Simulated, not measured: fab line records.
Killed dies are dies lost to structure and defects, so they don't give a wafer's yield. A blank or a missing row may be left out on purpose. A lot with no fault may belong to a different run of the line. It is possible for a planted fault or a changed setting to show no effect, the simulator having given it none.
fab line records    flow n5Finfet    part 1 of 2: steps 1 to 8 of 9
[record] lots = 7  wafers = 21  lastDay = 16
route steps=1938 shown BEOL_M11@1573 BEOL_M15@1830 PASSIVATION@1936
lots that met no fault: taken from a fault-free run of the same line
startH: hours from the record's opening day to when the first of the lot's shown wafers began    waitH: hours elapsed since this lot's preceding step    " same as the row above    L1.1+2: several wafers, shown together as one row    - no value, or no start given    * or withheld: withheld    < > ~ a bound
route shown NAME@n: names a module that has steps shown in the file, with the first one's number in the route    usual: mean/standard deviation taken from wafers without a fault    same: alike in all rows    chamber/n: place in a boat    sites: each site's reading    _std_site: their standard deviation    _edge_site: mean of outer sites minus mean of inner sites    radiusMm: how far each site lies from the wafer's centre    mask NAME#n: copy n    behind: tool/chamber where the wafer was last shaped    hold: the reason the lot was held/the length of the hold in hours/how it ended    device: the transistor (n, p or np) that didn't switch    end of line: tests of these same wafers at the route's end    a step without rows: its recipe alone    killed: not the wafer's yield, but the dies lost to structure and defects at the first sort    map: a wafer's dies, x killed, . not, _ none there
set.NAME: the setting as run; set.NAME@STEP: as run at that earlier step    model.NAME: the simulator's own value behind a step, which no gauge read
the route's steps for a sample of lots (tables are steps, rows are wafers)
services: from which hour (startH, from the record's first day; less than 0 if before it) a tool's chamber was out of use, for how many hours, and why
[[steps]]
[step N5_BEOL_M11_ETCH_66]
[recipe] chemistry = N2/H2  target = SOC  targetDepthA = 1200  overetchA = 240  maskMaterial = SiARC  tempC = 40  timeS = 180  ionEnergyEv = 200  pressureMtorr = 30  sourceW = 840  biasW = 150  n2FlowSccm = 200  h2FlowSccm = 200
[usual] drypumpMotorCurrentA = 5.5/0.41  oesProductAu = 0.64/0.048  rfVppV = 524.1/2.8  showerheadPlenumPTorr = 2.55/0.1  throttleValvePct = 17.75/0.22
[same] timeS = 180
lot.wafer  tool        chamber  startH  waitH  drypumpMotorCurrentA  oesProductAu  rfHoursCounterH  rfVppV  showerheadPlenumPTorr  throttleValvePct
L182.1     rieDiel-02  2        230.72  0.0    5.9                   0.58          215              524.7   2.50                   17.94
L182.2     "           0        "       "      5.0                   0.59          185              524.9   2.51                   17.66
L182.4     "           3        "       "      5.5                   0.60          164              525.7   2.66                   18.07
L186.1     rieDiel-06  2        259.47  0.0    5.4                   0.63          117              526.8   2.66                   17.72
L186.2     "           0        "       "      5.7                   0.72          40               525.6   2.59                   17.54
L186.4     "           1        "       "      4.7                   0.79          0                521.1   2.48                   17.34
L190.2     rieDiel-02  2        280.86  0.0    5.9                   0.57          232              523.9   2.50                   17.97
L190.4     "           1        "       "      6.0                   0.61          178              520.5   2.41                   17.48
L190.5     "           2        "       "      5.9                   0.57          -                523.1   2.50                   17.96
L191.1     rieDiel-05  0        284.18  0.0    6.1                   0.65          100              524.2   2.57                   17.76
L191.3     "           1        "       "      5.9                   0.68          71               524.9   2.60                   18.12
L191.5     "           1        "       "      5.8                   0.68          -                526.3   2.60                   18.10
L194.1     rieDiel-06  3        315.16  0.0    5.9                   0.61          178              517.9   2.31                   17.46
L194.3     "           0        "       "      5.7                   0.70          57               525.4   2.58                   17.56
L194.6     "           3        "       "      5.9                   0.61          -                518.2   2.32                   17.48
L196.4     rieDiel-02  2        324.74  0.0    5.9                   0.56          244              522.8   2.49                   17.98
L196.5     "           3        "       "      5.5                   0.58          -                526.8   2.65                   18.10
L196.6     "           0        "       "      5.1                   0.58          -                522.3   2.50                   17.73
L198.2     rieDiel-06  3        332.15  0.0    5.9                   0.61          182              517.9   2.31                   17.48
L198.4     "           1        "       "      4.7                   0.72          21               522.1   2.48                   17.36
L198.5     "           3        "       "      5.9                   0.60          -                517.4   2.31                   17.49
[step N5_BEOL_M11_TRENCH_ETCH_37]
[recipe] chemistry = C4F6/O2  targetDepthA = 1488.3  target = SiCOH_lowk  timeS = 48  ionEnergyEv = 250  pressureMtorr = 30  sourceW = 345  biasW = 185  Ar_flow_sccm = 300  C4F6_flow_sccm = 10  O2_flow_sccm = 10
[usual] drypumpMotorCurrentA = 5.5/0.41  oes_f_703_au = 0.80/0.061  oesProductAu = 0.78/0.059  rfVppV = 656/21  showerheadPlenumPTorr = 2.85/0.096  throttleValvePct = 20.85/0.14
[same] timeS = 48
lot.wafer  tool        chamber  startH  waitH  drypumpMotorCurrentA  oes_f_703_au  oesProductAu  rfHoursCounterH  rfVppV  showerheadPlenumPTorr  throttleValvePct
L182.1     rieDiel-02  2        -       -      5.9                   0.71          0.71          215              639     2.80                   20.99
L182.2     "           0        "       "      5.0                   0.73          0.73          185              685     2.85                   21.01
L182.4     "           3        "       "      5.5                   0.74          0.72          164              645     2.95                   20.94
L186.1     rieDiel-06  2        -       -      5.4                   0.85          0.80          117              649     2.97                   20.80
L186.2     "           0        "       "      5.6                   0.88          0.90          40               673     2.90                   20.73
L186.4     "           1        "       "      4.7                   0.99          0.98          0                628     2.80                   20.63
L190.2     rieDiel-02  2        -       -      5.9                   0.70          0.69          232              637     2.79                   21.03
L190.4     "           1        "       "      6.0                   0.77          0.74          178              630     2.74                   20.76
L190.5     "           2        "       "      5.9                   0.70          0.69          -                637     2.79                   21.02
L191.1     rieDiel-05  0        -       -      6.0                   0.81          0.80          100              672     2.86                   20.84
L191.3     "           1        "       "      5.9                   0.87          0.84          71               647     2.92                   21.14
L191.5     "           1        "       "      5.9                   0.86          0.84          -                647     2.92                   21.14
L194.1     rieDiel-06  3        -       -      5.9                   0.78          0.75          178              630     2.63                   20.67
L194.3     "           0        "       "      5.7                   0.85          0.86          57               671     2.89                   20.74
L194.6     "           3        "       "      5.9                   0.77          0.76          -                631     2.63                   20.70
L196.4     rieDiel-02  2        -       -      5.9                   0.69          0.68          244              638     2.79                   21.04
L196.5     "           3        "       "      5.5                   0.72          0.70          -                643     2.94                   20.99
L196.6     "           0        "       "      5.1                   0.72          0.71          -                684     2.84                   21.04
L198.2     rieDiel-06  3        -       -      5.9                   0.77          0.75          183              631     2.62                   20.70
L198.4     "           1        "       "      4.7                   0.91          0.89          21               630     2.79                   20.65
L198.5     "           3        "       "      5.9                   0.77          0.75          -                630     2.62                   20.69
[step N5_BEOL_M11_ECD_50]
[recipe] material = Cu  targetThkA = 3180
lot.wafer   tool      chamber  startH  waitH
L182.1+2+4  ecdCu-02  0,1,0    234.32  0.1
L186.1+2+4  ecdCu-02  1,0,0    262.08  0.1
L190.2+4+5  ecdCu-01  0,1,0    282.48  0.1
L191.1+3+5  ecdCu-02  1,1,0    288.11  0.1
L194.1+3+6  ecdCu-02  0,1,0    316.87  0.1
L196.4+5+6  ecdCu-02  1,1,0    326.86  0.1
L198.2+4+5  ecdCu-01  0        334.18  0.1
[step N5_BEOL_M11_CMP_52]
[recipe] stopOn = SiCOH_lowk  tOverpolishS = 7  downForcePsi = 1  platenRpm = 50  clearingPlatenDownForcePsi = 1.5  clearingPlatenRpm = 50  postCmpClean = cuAlkaline  targetThkNm = 140  clearingPlatenPadVelocityMS = 0.99484  padVelocityMS = 0.99484
[usual] motorCurrentA = 6.5/0.96  timeToEndpointS = 66/4.1
lot.wafer  tool    chamber  startH  waitH  motorCurrentA  timeToEndpointS
L182.2     cmp-03  3        234.89  0.2    5.7            61
L182.1     "       0        "       "      4.9            72
L182.4     "       1        "       "      8.2            62
L186.4     cmp-02  0        262.53  0.1    6.0            63
L186.2     "       2        "       "      5.5            66
L186.1     "       3        "       "      6.9            65
L190.4     cmp-04  1        283.02  0.2    6.9            71
L190.2     "       2        "       "      5.7            70
L190.5     "       0        "       "      6.1            67
L191.1     cmp-03  0        288.82  0.4    5.5            67
L191.3     "       2        "       "      5.8            61
L191.5     "       0        "       "      5.5            71
L194.1     cmp-03  1        317.52  0.3    8.2            68
L194.3     "       2        "       "      6.4            17
L194.6     "       1        "       "      8.7            63
L196.4     cmp-04  0        328.27  0.2    5.8            21
L196.6     "       2        "       "      5.9            71
L196.5     "       3        "       "      7.0            70
L198.2     cmp-04  0        334.63  0.2    6.0            66
L198.4     "       1        "       "      7.5            65
L198.5     "       3        "       "      7.3            68
[step N5_BEOL_M11_THK_MEAS_53]
[recipe] thkMeasGauge = xrf  reads = Cu_of_BEOL_M11_ECD_50
[usual] M11_THK = 139/3.4
lot.wafer  tool          chamber  startH  waitH  M11_THK[nm]
L182.1     filmMetro-02  -        235.18  -      137
L182.2     "             -        "       "      135
L182.4     "             -        "       "      135
L186.1     filmMetro-01  -        262.82  -      145
L186.2     "             -        "       "      141
L186.4     "             -        "       "      139
L190.2     filmMetro-02  -        283.28  -      137
L190.4     "             -        "       "      140
L190.5     "             -        "       "      136
L191.1     filmMetro-02  -        289.08  -      139
L191.3     "             -        "       "      137
L191.5     "             -        "       "      139
L194.1     filmMetro-02  -        317.78  -      139
L194.3     "             -        "       "      96
L194.6     "             -        "       "      140
L196.4     filmMetro-02  -        328.49  -      97
L196.5     "             -        "       "      139
L196.6     "             -        "       "      140
L198.2     filmMetro-02  -        334.88  -      137
L198.4     "             -        "       "      138
L198.5     "             -        "       "      141
[step N5_BEOL_M11_DEP_56]
[recipe] material = SiCN  targetThkA = 300  tempC = withheld  precursor = 3MS/NH3  pressureTorr = 3  rfW = 675  timeS = 10.5
[usual] showerheadPlenumPTorr = 4.152/0.022  throttleValvePct = 18.8/1.1
[same] timeS = 10.5
lot.wafer  tool      chamber  startH  waitH  showerheadPlenumPTorr  throttleValvePct
L182.1     pecvd-01  0        235.25  0.0    4.122                  17.8
L182.2     "         1        "       "      4.203                  21.3
L182.4     "         1        "       "      4.210                  21.2
L186.1     pecvd-04  1        262.88  0.0    4.157                  20.2
L186.2     "         0        "       "      4.157                  19.0
L186.4     "         1        "       "      4.144                  20.2
L190.2     pecvd-01  1        283.34  0.0    4.201                  21.1
L190.4     "         2        "       "      4.164                  17.5
L190.5     "         0        "       "      4.131                  18.0
L191.1     pecvd-02  0        289.14  0.0    4.149                  19.8
L191.3     "         2        "       "      4.150                  17.7
L191.5     "         0        "       "      4.138                  19.5
L194.1     pecvd-01  1        317.84  0.0    4.208                  21.1
L194.3     "         2        "       "      4.162                  18.0
L194.6     "         1        "       "      4.201                  20.7
L196.4     pecvd-02  2        328.56  0.0    4.151                  17.8
L196.5     "         1        "       "      4.156                  18.3
L196.6     "         0        "       "      4.156                  19.7
L198.2     pecvd-01  0        334.95  0.0    4.132                  18.1
L198.4     "         2        "       "      4.155                  18.1
L198.5     "         0        "       "      4.127                  18.2
[step N5_BEOL_M11_RS_MEAS_57]
[recipe] thkMeasGauge = four-point-probe  reads = Cu_of_BEOL_M11_ECD_50+Co_of_BEOL_M11_CVD_75+TaN_of_BEOL_M11_ALD_74
[usual] M11_RS = 0.153/0.0042
lot.wafer  tool          chamber  startH  waitH  M11_RS[ohm/sq]
L182.1     filmMetro-01  -        235.31  0.0    0.156
L182.2     "             -        "       "      0.158
L182.4     "             -        "       "      0.158
L186.1     filmMetro-01  -        262.94  0.0    0.145
L186.2     "             -        "       "      0.150
L186.4     "             -        "       "      0.152
L190.2     filmMetro-02  -        283.62  0.3    0.155
L190.4     "             -        "       "      0.152
L190.5     "             -        "       "      0.157
L191.1     filmMetro-01  -        289.20  0.0    0.152
L191.3     "             -        "       "      0.155
L191.5     "             -        "       "      0.153
L194.1     filmMetro-02  -        317.90  0.0    0.152
L194.3     "             -        "       "      0.228
L194.6     "             -        "       "      0.151
L196.4     filmMetro-01  -        328.61  0.0    0.228
L196.5     "             -        "       "      0.153
L196.6     "             -        "       "      0.152
L198.2     filmMetro-01  -        335.01  0.0    0.154
L198.4     "             -        "       "      0.154
L198.5     "             -        "       "      0.150
[step N5_BEOL_M15_RC_MEAS_101]
[usual] COMB_M10 = 1.5e-11/3.3e-12  COMB_M10_max_site = 2.1e-11/4.6e-12  COMB_M12 = 7e-12/1.5e-12  COMB_M13 = 5.4e-12/1.1e-12  COMB_M13_max_site = 7.5e-12/1.7e-12  COMB_M14 = 3.9e-12/1e-12  COMB_M15 = 3e-12/8e-13  COMB_M5 = 3.6e-11/7.3e-12  COMB_M6 = 2.7e-11/4.4e-12  COMB_M7 = 2.6e-11/5.2e-12  COMB_M8 = 2.7e-11/5.3e-12  COMB_M9 = 1.52e-11/2.9e-12  SERP_M10 = 3.00/0.11  SERP_M11 = 3.12/0.096  SERP_M11_max_site = 3.20/0.11  SERP_M12 = 0.636/0.021  SERP_M13 = 0.312/0.0068  SERP_M14 = 0.159/0.0059  SERP_M5 = 39.4/1.8  SERP_M6 = 13.6/0.64  SERP_M7 = 14.1/0.64  SERP_M8 = 14.0/0.79  SERP_M9 = 3.09/0.09  SERP_M9_max_site = 3.18/0.094
lot.wafer  tool       chamber  startH  waitH  COMB_M10[S/m]  COMB_M10_max_site[S/m]  COMB_M12[S/m]  COMB_M13[S/m]  COMB_M13_max_site[S/m]  COMB_M14[S/m]  COMB_M15[S/m]  COMB_M5[S/m]  COMB_M6[S/m]  COMB_M7[S/m]  COMB_M8[S/m]  COMB_M9[S/m]  SERP_M10[ohm/um]  SERP_M11[ohm/um]  SERP_M11_max_site[ohm/um]  SERP_M12[ohm/um]  SERP_M13[ohm/um]  SERP_M14[ohm/um]  SERP_M5[ohm/um]  SERP_M6[ohm/um]  SERP_M7[ohm/um]  SERP_M8[ohm/um]  SERP_M9[ohm/um]  SERP_M9_max_site[ohm/um]
L182.1     prober-01  0        257.88  0.0    1.2e-11        1.8e-11                 4.4e-12        5.5e-12        6.7e-12                 2.4e-12        1.8e-12        2.8e-11       2.3e-11       3.3e-11       2.5e-11       1.54e-11      3.12              3.04              3.09                       0.648             0.306             0.152             39.3             13.6             14.3             14.8             3.19             3.26
L182.2     "          0        "       "      1.1e-11        1.9e-11                 7.4e-12        5.5e-12        6.6e-12                 2.9e-12        2e-12          2.7e-11       1.8e-11       2.4e-11       2.5e-11       1.82e-11      2.77              3.26              3.38                       0.676             0.311             0.154             41.2             14.4             14.5             13.6             3.03             3.14
L182.4     "          0        "       "      1.2e-11        1.6e-11                 4.1e-12        4e-12          5.2e-12                 2e-12          2.4e-12        3e-11         2.6e-11       3.1e-11       1.8e-11       9.9e-12       2.86              3.12              3.20                       0.650             0.307             0.164             39.7             13.1             13.3             14.1             3.16             3.21
L186.1     prober-01  0        291.36  0.0    1.1e-11        1.4e-11                 4.6e-12        3.4e-12        5.6e-12                 3.1e-12        2.9e-12        3.8e-11       2.4e-11       1.8e-11       3e-11         1.55e-11      2.90              2.91              2.96                       0.594             0.305             0.151             42.2             13.7             14.2             13.1             3.23             3.32
L186.2     "          0        "       "      1.2e-11        1.7e-11                 6.6e-12        4.6e-12        7.2e-12                 2.8e-12        3e-12          4.2e-11       3e-11         2.9e-11       3e-11         1.28e-11      3.16              2.98              3.02                       0.646             0.304             0.149             38.7             13.8             15.3             13.3             3.09             3.14
L186.4     "          0        "       "      1.3e-11        2.1e-11                 5.8e-12        4.6e-12        7.4e-12                 3.5e-12        3.4e-12        2.8e-11       2.3e-11       2.2e-11       1.9e-11       1.67e-11      2.98              3.08              3.14                       0.607             0.305             0.161             41.2             13.3             13.9             13.3             3.09             3.15
L190.2     prober-02  0        308.24  0.2    1.4e-11        2.1e-11                 8.4e-12        4.4e-12        6.2e-12                 3.6e-12        3.9e-12        4.2e-11       3.7e-11       2.4e-11       2.7e-11       1.27e-11      3.17              3.08              3.19                       0.616             0.311             0.158             37.0             13.1             13.0             13.4             3.14             3.20
L190.4     "          0        "       "      1.8e-11        2.5e-11                 6.7e-12        6.3e-12        8.3e-12                 4.2e-12        4.8e-12        5.5e-11       2.8e-11       2e-11         3.1e-11       1.36e-11      2.92              3.11              3.16                       0.646             0.323             0.172             36.1             16.0             14.2             15.4             2.97             3.29
L190.5     "          0        "       "      1.6e-11        2.8e-11                 7e-12          6.7e-12        9.5e-12                 4e-12          3.4e-12        3.9e-11       3.6e-11       2.8e-11       3e-11         1.38e-11      2.96              3.16              3.27                       0.627             0.302             0.157             38.3             13.7             13.4             13.4             3.19             3.33
L191.1     prober-02  0        315.74  0.0    1.7e-11        2.5e-11                 7e-12          5.9e-12        7.3e-12                 6.4e-12        4e-12          4.1e-11       3.5e-11       2.5e-11       2.7e-11       1.32e-11      3.02              3.11              3.15                       0.631             0.313             0.146             38.2             12.8             15.0             14.2             3.23             3.35
L191.3     "          0        "       "      1.2e-11        1.6e-11                 7.4e-12        6.2e-12        7.3e-12                 5.2e-12        4.1e-12        4.2e-11       2.6e-11       2.8e-11       3.5e-11       1.31e-11      3.01              3.19              3.26                       0.642             0.313             0.158             38.3             13.4             15.0             14.4             3.19             3.25
L191.5     "          0        "       "      9e-12          1.5e-11                 9.3e-12        6.2e-12        7e-12                   3.9e-12        4.3e-12        3e-11         2.4e-11       2.3e-11       3.3e-11       1.56e-11      3.07              3.10              3.16                       0.654             0.309             0.151             39.3             13.8             14.7             14.4             3.14             3.23
L194.1     prober-01  0        345.95  0.0    1.5e-11        2.2e-11                 4.6e-12        4.3e-12        5.1e-12                 2.8e-12        2.4e-12        3.8e-11       3e-11         2.1e-11       2.4e-11       1.6e-11       2.95              3.08              3.11                       0.663             0.304             0.157             39.9             13.8             14.5             13.6             3.17             3.25
L194.3     "          0        "       "      1.1e-11        1.9e-11                 6e-12          5.1e-12        5.8e-12                 3.4e-12        1.8e-12        2.9e-11       2.2e-11       2.7e-11       2e-11         1.59e-11      2.91              4.59              5.04                       0.664             0.323             0.156             39.8             14.0             14.4             13.5             2.96             3.07
L194.6     "          0        "       "      1.9e-11        2.9e-11                 5.8e-12        6.2e-12        8.5e-12                 2.2e-12        3.2e-12        4.2e-11       2.7e-11       2.8e-11       2e-11         1.49e-11      2.86              3.14              3.18                       0.643             0.303             0.158             41.1             14.1             14.0             13.7             3.11             3.17
L196.4     prober-02  0        354.96  0.5    1.7e-11        2.3e-11                 7.6e-12        4.3e-12        6.3e-12                 4.7e-12        3.3e-12        3.6e-11       2.3e-11       2.1e-11       2.6e-11       1.61e-11      3.09              4.69              4.73                       0.638             0.301             0.163             41.4             13.2             14.2             14.4             3.00             3.14
L196.5     "          0        "       "      1.3e-11        1.4e-11                 9.6e-12        6.2e-12        7.3e-12                 5.3e-12        3.1e-12        3.1e-11       2.7e-11       2.4e-11       2.6e-11       1.76e-11      2.94              3.15              3.21                       0.644             0.305             0.161             37.8             13.2             13.7             14.5             2.99             3.11
L196.6     "          0        "       "      2.2e-11        3.6e-11                 1e-11          6e-12          6.9e-12                 5.4e-12        3.4e-12        4.1e-11       2.5e-11       2.3e-11       2.1e-11       1.13e-11      2.98              3.06              3.15                       0.608             0.309             0.156             41.6             13.3             14.0             14.1             3.14             3.19
L198.2     prober-01  0        357.79  0.2    1.2e-11        2.3e-11                 5.9e-12        4.7e-12        5.3e-12                 4.4e-12        2.2e-12        3.4e-11       2.7e-11       2.5e-11       2.3e-11       1.33e-11      2.98              3.15              3.20                       0.581             0.314             0.154             39.0             14.1             14.6             12.7             2.97             3.11
L198.4     "          0        "       "      1.2e-11        2.1e-11                 6.1e-12        5.9e-12        7.3e-12                 3.2e-12        2.3e-12        3.7e-11       3.4e-11       2.4e-11       2e-11         2.24e-11      3.27              3.18              3.25                       0.599             0.317             0.165             41.7             14.1             14.2             13.2             3.04             3.21
L198.5     "          0        "       "      1.3e-11        1.5e-11                 5.3e-12        4.7e-12        7.5e-12                 3.8e-12        1.6e-12        3.1e-11       3.7e-11       1.9e-11       2.4e-11       1.76e-11      3.09              3.15              3.21                       0.601             0.315             0.161             40.4             15.1             14.2             12.8             3.07             3.25
// sites SERP_M11 radiusMm=0,75,75,75,75,140,140,140,140
L182.1 3.00 2.96 3.02 3.05 2.99 3.09 3.08 3.06 3.04
L186.1 2.96 2.94 2.91 2.91 2.93 2.85 2.79 2.83 2.83
L190.2 3.00 3.05 3.04 3.14 3.03 3.11 3.18 3.19 3.08
L191.1 3.09 3.15 3.05 3.12 3.06 3.11 3.12 3.15 3.09
L194.1 3.10 3.11 3.08 3.10 3.05 3.10 3.06 3.07 2.99
L196.4 4.57 4.67 4.71 4.69 4.64 4.68 4.71 4.73 4.73
L198.2 3.17 3.15 3.17 3.20 3.18 2.98 3.02 2.99 2.97
[[key]]
[firstSign] step = N5_BEOL_M11_CMP_52  reading = timeToEndpointS  direction = down  sigmas = 11  usual = *  struck = *
[effect] step = N5_BEOL_M11_THK_MEAS_53  reading = M11_THK  direction = down  sigmas = 13  usual = 139  struck = 97
[effect] step = N5_BEOL_M11_RS_MEAS_57  reading = M11_RS  direction = up  sigmas = 18  usual = 0.153  struck = 0.228
[effect] step = N5_BEOL_M15_RC_MEAS_101  reading = SERP_M11  direction = up  sigmas = 16  usual = 3.12  struck = 4.64
metAt N5_BEOL_M11_ECD_50
struckLots L194,L196
struckWafers L194.3,L196.4
notActingAt N5_BEOL_M11_ETCH_66,N5_BEOL_M11_TRENCH_ETCH_37,N5_BEOL_M11_DEP_56
onsetBetween 288.11 316.87
[fault] kind = processParameterDrift  tool = ecdCu-02  chamber = -  onsetH = 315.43  steps = N5_BEOL_M11_ECD_50  channel = targetThkA  offset = *  shape = step  endH = 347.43  scope = struckWafersOnly  actsIn = *  stated = *
